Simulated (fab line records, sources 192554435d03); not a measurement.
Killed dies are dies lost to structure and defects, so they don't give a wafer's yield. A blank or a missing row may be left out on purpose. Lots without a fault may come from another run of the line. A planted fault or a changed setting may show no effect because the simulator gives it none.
A struck lot beside a sound one | flow n5_finfet | 38 steps out of a route of 1938
Sound: wafers L703.3, L703.5, L703.6. Struck: wafers L693.3, L693.6. (L693.4 of the same lot was not struck and is left out.) The cause comes at the end.
At each step with rows: each side's tool, then ch and its chambers, then its first start. Under that, the readings that differ: sound wafers | struck wafers | difference of the means | sigmas: that difference in standard deviations of wafers without a fault.
alike: readings whose means differ by less than 2 such deviations, and words and numbers that are the same on both sides. not compared: withheld readings, readings that some wafer has no value for, bounds like >300 that may hide the same value, and numbers for which the record gives no deviation and whose values overlap.
The two part at a step that has a row with sigmas, a row that says differs or no value, or rows on one side only. Numbers that don't overlap but have no deviation are shown without sigmas and don't part them. A reading that every wafer of one side lacks parts them only if that side has two wafers or more.

first, 9 steps without rows for these wafers: N5_BEOL_M7_DESCUM_33 (chemistry O2, time 7 s); N5_BEOL_M7_ETCH_72 (etches underlayer in N2/H2, target depth 6.5 nm, time 5.2 s); N5_BEOL_M7_ETCH_65 (etches SiARC in CF4, target depth 15.6 nm, time 26 s); N5_BEOL_M7_ETCH_66 (etches SOC in N2/H2, target depth 80 nm, overetch 16 nm, time 120 s); N5_BEOL_M7_STRIP_69 (strips in N2/H2); N5_BEOL_M7_STRIP_73 (strips in N2/H2); N5_BEOL_M7_VIA_ETCH_34 (etches SiCOH lowk in C4F6/O2, target depth 125.5 nm, time 50.5 s); N5_BEOL_M7_STRIP_76 (strips in C4F6/O2); N5_BEOL_M7_STRIP_36 (strips in N2/H2).
N5_BEOL_M7_TRENCH_ETCH_37: etches SiCOH lowk in C4F6/O2, target depth 93.478 nm, time 31.2 s.
  sound on rie_diel-03 ch 0,1,2, day 13 23:21; struck on rie_diel-03 ch 2, day 11 02:01
  reading                             | sound             | struck      | difference | sigmas
  oes_ar_750_au (a.u.)                | 0.72 0.82 0.71    | 0.63 0.62   | -0.12      | -2
  oes_f_703_au (a.u.)                 | 0.72 0.83 0.72    | 0.53 0.52   | -0.23      | -4
  oes_o_777_au (a.u.)                 | 0.72 0.84 0.72    | 0.55 0.56   | -0.20      | -4
  rf_fwd_power_W (W)                  | 341.5 340.0 341.0 | 258.3 259.2 | -82.1      | -68
  rf_vpp_V (V)                        | 662 662 665       | 764 762     | +100       | +22
  model.etch.depth_nm (nm)            | 94.27 96.65 94.66 | 86.01 86.55 | -8.91      |
  model.BEOL_M7.feature_depth_nm (nm) | 94.2 96.6 94.6    | 86 86.6     | -9         |
  alike: C4F6_flow_sccm, drypump_motor_current_A, oes_product_au, showerhead_plenum_p_Torr, throttle_valve_pct
  not compared: rf_hours_counter_h
then, 2 steps without rows for these wafers: N5_BEOL_M7_ETCH_41 (etches SiCN in CH3F/O2, target depth 31.9 nm, time 57.8 s); N5_BEOL_M7_STRIP_80 (strips in N2/H2, time 10 s).
N5_BEOL_M7_OCD_MEAS_38:
  sound on ocd-01, day 13 23:31; struck on ocd-01, day 11 02:10
  reading              | sound          | struck    | difference | sigmas
  trench_depth_nm (nm) | 94.3 96.9 94.4 | 86.5 86.9 | -8.5       | -5
then, 13 steps without rows for these wafers: N5_BEOL_M7_HM_STRIP_39 (strips TiN in peroxide tin strip, target depth 25 nm, time 158 s); N5_BEOL_M7_SRD_40 (time 30 s); N5_BEOL_M7_PRECLEAN_42 (cleans in residue remover, time 60 s); N5_BEOL_M7_SRD_43 (time 30 s); N5_BEOL_M7_CURE_75 (cures SiCOH lowk, time 120 s); N5_BEOL_M7_DEGAS_44 (time 60 s); N5_BEOL_M7_PRE_CLEAN_45 (time 30 s); N5_BEOL_M7_ALD_77 (deposits TaN, target thk 2 nm, pulse time 2 s, purge time 3 s); N5_BEOL_M7_SURFACE_TREAT_79; N5_BEOL_M7_CVD_78 (deposits Co from CCTBA/H2, target thk 2 nm, time 142.3 s); N5_BEOL_M7_SPUTTER_48 (material Cu, target thk 10 nm, time 1.667 s); N5_BEOL_M7_ECD_50 (material Cu, target thk 300 nm); N5_BEOL_M7_ANNEAL_51 (time 90 s).
N5_BEOL_M7_CMP_52: polishes, stops on SiCOH lowk, t overpolish 6.9 s, target thk 80 nm.
  sound on cmp-03 ch 0,1,3, day 14 01:41; struck on cmp-03 ch 1,2, day 11 06:16
  reading                                | sound        | struck  | difference | sigmas
  model.Cu_of_BEOL_M7_ECD_50.thk_nm (nm) | 78.8 81.2 80 | 71.6 72 | -8.2       |
  alike: barrier_field_endpoint_s, edge_zone_pressure_frac, motor_current_A, overpolish_run_s, retaining_ring_pressure_frac, time_to_endpoint_s
N5_BEOL_M7_THK_MEAS_53: measures by xrf.
  sound on film_metro-02, day 14 01:52; struck on film_metro-01, day 11 06:31
  reading     | sound          | struck    | difference | sigmas
  M7_THK (nm) | 79.2 82.1 81.0 | 71.2 71.8 | -9.3       | -5
then, 2 steps without rows for these wafers: N5_BEOL_M7_PRE_CLEAN_55 (time 15 s); N5_BEOL_M7_DEP_56 (deposits SiCN from 3MS/NH3, target thk 10 nm, time 17.5 s).
N5_BEOL_M7_RS_MEAS_57: measures by four-point-probe.
  sound on film_metro-02, day 14 01:59; struck on film_metro-02, day 11 06:39
  reading        | sound             | struck      | difference | sigmas
  M7_RS (ohm/sq) | 0.291 0.281 0.285 | 0.325 0.324 | +0.039     | +5
then, 5 steps without rows for these wafers: N5_BEOL_M8_ILD_DEP_00 (deposits SiCOH lowk from DEMS/porogen, target thk 179.75 nm, time 33.4 s); N5_BEOL_M8_CURE_74 (cures SiCOH lowk, time 240 s); N5_BEOL_M8_PECVD_70 (deposits SiO2 from TEOS/O2, target thk 20 nm, time 22.7 s); N5_BEOL_M8_HM_DEP_02 (deposits TiN, target thk 20 nm); N5_BEOL_M8_COAT_59 (time 60 s, resist thk 100 nm).
-- the record jumps here: 3 days lie between the struck wafers' starts before and after (it left off in module BEOL_M8 and takes up again in module BEOL_M15, whose first step shown is number 1830 of the route) --
N5_BEOL_M15_RC_MEAS_101:
  sound on prober-01 ch 0, day 16 11:28; struck on prober-01 ch 0, day 14 02:56
  reading                   | sound          | struck    | difference | sigmas
  SERP_M7 (ohm/um)          | 14.4 13.5 14.0 | 15.7 15.3 | +1.5       | +3
  SERP_M7_max_site (ohm/um) | 15.1 14.0 14.3 | 16.2 15.8 | +1.5       | +3
  alike: COMB_M10, COMB_M11, COMB_M12, COMB_M13, COMB_M14, COMB_M15, COMB_M5, COMB_M6, COMB_M7, COMB_M8, COMB_M9, SERP_M10, SERP_M11, SERP_M12, SERP_M13, SERP_M14, SERP_M5, SERP_M6, SERP_M8, SERP_M9, SERP_M9_max_site
N5_PASSIVATION_PROBE_49:
  sound on prober-01, day 17 06:01; struck on prober-01, day 14 15:22
  reading                  | sound          | struck    | difference | sigmas
  defect_limited_yield (%) | 90.8 92.4 91.0 | 88.1 89.4 | -2.7       | -2
  killed_at_M0_to_M3       | 43 23 26       | 61 58     | +29        | +3
  killed_short             | 35 37 33       | 57 46     | +16        | +2
  sort_yield_pct (%)       | 90.8 92.4 91.0 | 88.1 89.4 | -2.7       | -2
  alike: killed_at_M4_up, killed_at_contacts, killed_at_front_end, killed_at_other, killed_dies, killed_open, sort_bin_5_function, sort_bin_6_memory, sort_n_pass

WHERE THEY PART
First at N5_BEOL_M7_TRENCH_ETCH_37; last, within this record, at N5_PASSIVATION_PROBE_49.

WHY: what the simulator had put in
Process parameter drift: rie_diel-03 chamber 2, from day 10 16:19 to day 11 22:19, at N5_BEOL_M7_TRENCH_ETCH_37. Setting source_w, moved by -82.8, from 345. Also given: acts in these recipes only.
